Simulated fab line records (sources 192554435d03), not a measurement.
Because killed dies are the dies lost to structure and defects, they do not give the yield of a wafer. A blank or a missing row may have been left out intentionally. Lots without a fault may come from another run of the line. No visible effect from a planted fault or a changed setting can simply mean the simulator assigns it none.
Matching of chambers -- flow n5Finfet -- rieSi-01 running N5_DUMMY_GATE_ETCH_23: 4 sister chambers
The step etches poly-Si in HBr/Cl2/O2, target depth 41 nm, time 22.3 s. 4 wafers are shown with their chamber, then 9 later ones without.

## EACH WAFER AND ITS CHAMBER
wafer,chamber,throttleValvePct (%)
L084.3,1,37.44
L084.5,3,36.98
L087.1,2,37.09
L087.5,0,36.81

## WAFERS MISSING THEIR CHAMBER
wafer,throttleValvePct (%)
L089.1,36.80
L089.4,36.99
L089.6,37.09
L092.2,36.79
L092.4,36.98
L092.5,36.99
L094.4,37.08
L094.5,36.98
L094.6,36.80

## EACH ONE'S CHAMBER
wafer,from the rows above,in truth
L089.1,0,0
L089.4,3,3
L089.6,2,2
L092.2,0,0
L092.4,3,3
L092.5,3,3
L094.4,2,2
L094.5,3,3
L094.6,0,0
Correct placement for 9 of the 9. Not placeable from these rows: 0. Wrongly placed: 0.
How it was worked out, from the rows above alone: a wafer's distance from a chamber is the root of the sum, over the readings, of the square of ((its reading less the chamber's mean) divided by the reading's scatter). The wafer belongs to the nearest chamber; if the next one is less than 2 further off, it can't be placed. Each chamber's mean is taken over the wafers shown for it. The scatter (one wafer shown for each chamber): square how far every hidden wafer sits from the nearest shown wafer, average those squares and take the square root.
